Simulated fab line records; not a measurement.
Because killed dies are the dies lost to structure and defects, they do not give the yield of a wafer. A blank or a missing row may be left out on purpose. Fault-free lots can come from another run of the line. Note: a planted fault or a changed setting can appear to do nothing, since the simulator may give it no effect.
Split-lot study    flow n5_finfet    on a route of 1938 steps: 7 lots, 39 wafers read

== SPLIT DETAILS ==
At N5_BEOL_M2_DESCUM_33 (chemistry O2, time 7 s), the setting time_s was moved away from the recipe's 7 s on 9 of the 39 wafers read, by -56.7% to +17.0%. For the rest of the wafers, this setting stayed at what the recipe calls for.

There is no step in the file separating the split from the reading.

== THE READING ==
CAR-EUV_of_BEOL_M2_COAT_22.thk_nm (the simulator's own value, which no gauge read), in nm, at N5_BEOL_M2_ETCH_77 (etches underlayer in N2/H2, target depth 6.5 nm, time 5.2 s). The file does not state a usual value for it. The 30 wafers here that ran the recipe average 20.4 nm, standard deviation 0.13 nm.

wafer   tool, chamber at the split  time_s as run, s  against the recipe  CAR-EUV_of_BEOL_M2_COAT_22.thk_nm, nm  against lot-mates on the recipe
L078.1  rie_diel-03, 2,1,3,2,1      7                 recipe              20.4                                   -
L078.2  rie_diel-03, 2,1,3,2,1      7                 recipe              20.4                                   -
L078.3  rie_diel-03, 2,1,3,2,1      7                 recipe              20.4                                   -
L078.5  rie_diel-03, 2,1,3,2,1      7                 recipe              20.4                                   -
L078.6  rie_diel-03, 3              7                 recipe              20.4                                   -
L078.4  rie_diel-03, 2,1,3,2,1      7                 recipe              20.2                                   -
L084.1  rie_diel-02, 1,0            7                 recipe              20.2                                   -
L084.2  rie_diel-02, 3              7                 recipe              20.4                                   -
L084.3  rie_diel-02, 1,0            7                 recipe              20.4                                   -
L089.1  rie_diel-04, 1              5.128             -26.7%              21.2                                   +0.9
L089.6  rie_diel-04, 0,1            5.128             -26.7%              21.2                                   +0.9
L089.2  rie_diel-04, 3,0,3          7                 recipe              20.2                                   -
L089.4  rie_diel-04, 3,0,3          7                 recipe              20.2                                   -
L089.3  rie_diel-04, 3,0,3          7                 recipe              20.4                                   -
L089.5  rie_diel-04, 0,1            5.128             -26.7%              21.4                                   +1.1
L092.1  rie_diel-04, 2,1,0,2,1      7                 recipe              20.6                                   -
L092.3  rie_diel-04, 2,1,0,2,1      7                 recipe              20.6                                   -
L092.6  rie_diel-04, 0              7                 recipe              20.6                                   -
L092.2  rie_diel-04, 2,1,0,2,1      7                 recipe              20.4                                   -
L092.4  rie_diel-04, 2,1,0,2,1      7                 recipe              20.4                                   -
L092.5  rie_diel-04, 2,1,0,2,1      7                 recipe              20.4                                   -
L093.1  rie_diel-02, 0,3,1          7                 recipe              20.4                                   -
L093.4  rie_diel-02, 0,3,1          7                 recipe              20.4                                   -
L093.5  rie_diel-02, 2,0,1          7                 recipe              20.4                                   -
L093.6  rie_diel-02, 2,0,1          7                 recipe              20.4                                   -
L093.2  rie_diel-02, 2,0,1          7                 recipe              20.2                                   -
L093.3  rie_diel-02, 0,3,1          7                 recipe              20.6                                   -
L094.1  rie_diel-02, 2,1,0          3.03              -56.7%              22.4                                   +1.9
L094.3  rie_diel-02, 2,1,0          3.03              -56.7%              22.4                                   +1.9
L094.2  rie_diel-02, 0,3            7                 recipe              20.6                                   -
L094.4  rie_diel-02, 0,3            7                 recipe              20.6                                   -
L094.5  rie_diel-02, 2,1,0          3.03              -56.7%              22.6                                   +2.1
L094.6  rie_diel-02, 1              7                 recipe              20.2                                   -
L095.1  rie_diel-02, 3,2,2          7                 recipe              20.4                                   -
L095.2  rie_diel-02, 3,2,2          7                 recipe              20.4                                   -
L095.5  rie_diel-02, 3,2,2          7                 recipe              20.4                                   -
L095.3  rie_diel-02, 0,1,1          8.19              +17.0%              20                                     -0.4
L095.4  rie_diel-02, 0,1,1          8.19              +17.0%              19.8                                   -0.6
L095.6  rie_diel-02, 0,1,1          8.19              +17.0%              19.8                                   -0.6
Rows listing several chambers each stand for several wafers; the file does not say which wafer went through which chamber.

THE FIT
A straight line over all 39 wafers: CAR-EUV_of_BEOL_M2_COAT_22.thk_nm changes by -0.0353 nm for each +1% of time_s; r = -0.98; the points scatter about the line by 0.13 nm.
The same after taking each lot's own level away (the mean of its wafers on the recipe; 39 wafers): -0.0352 nm for each +1%; r = -0.99; scatter 0.11 nm.
The reading moves by 2 nm for the largest change in time_s, on that fit.
The lots' own levels span 20.27 to 20.50 nm, that is 1.8 times the standard deviation above.
Consequently the slope shifts little with the lot-to-lot level, the two slopes agreeing.
Check: for one of the wafers moved furthest among these (-56.7%), held out of the fit, the line's prediction against its lot-mates is +2.03 nm. Against them it came out at +1.93 nm.

== THESE WAFERS: OTHER SPLITS ==
These wafers also went through other splits before the reading. Each is held against what the fit with the lots' levels taken away leaves over:
other split on the same wafers         wafers away from the commonest value  r with CAR-EUV_of_BEOL_M2_COAT_22.thk_nm (lot level and that fit taken away)
N5_FIN_SAQP_SPACER1_ALD_24 ald_cycles  15                                    +0.07
N5_DUMMY_GATE_ALD_02 target_thk_a      15                                    +0.05
N5_SDB_ALD_29 ald_cycles               15                                    -0.13
N5_BEOL_M0_SAQP_CUT_ETCH_46 time_s     9                                     -0.14

== THE WHOLE CHAIN: every reading that the file lists as answering this split, in the file's order ==
step                  what it does                                                 reading                                                                             change (the file's fit)                 r (the file's)
N5_BEOL_M2_DESCUM_33  chemistry O2, time 7 s                                       CAR-EUV_of_BEOL_M2_COAT_22.thk_nm (the simulator's own value, which no gauge read)  -0.0361 nm for each +1% of the setting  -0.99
N5_BEOL_M2_ETCH_77    etches underlayer in N2/H2, target depth 6.5 nm, time 5.2 s  CAR-EUV_of_BEOL_M2_COAT_22.thk_nm (the simulator's own value, which no gauge read)  -0.0354 nm for each +1% of the setting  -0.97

== FILE'S OWN FIT ==
CAR-EUV_of_BEOL_M2_COAT_22.thk_nm changes by -0.0354 nm for each +1% of time_s, r = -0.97.
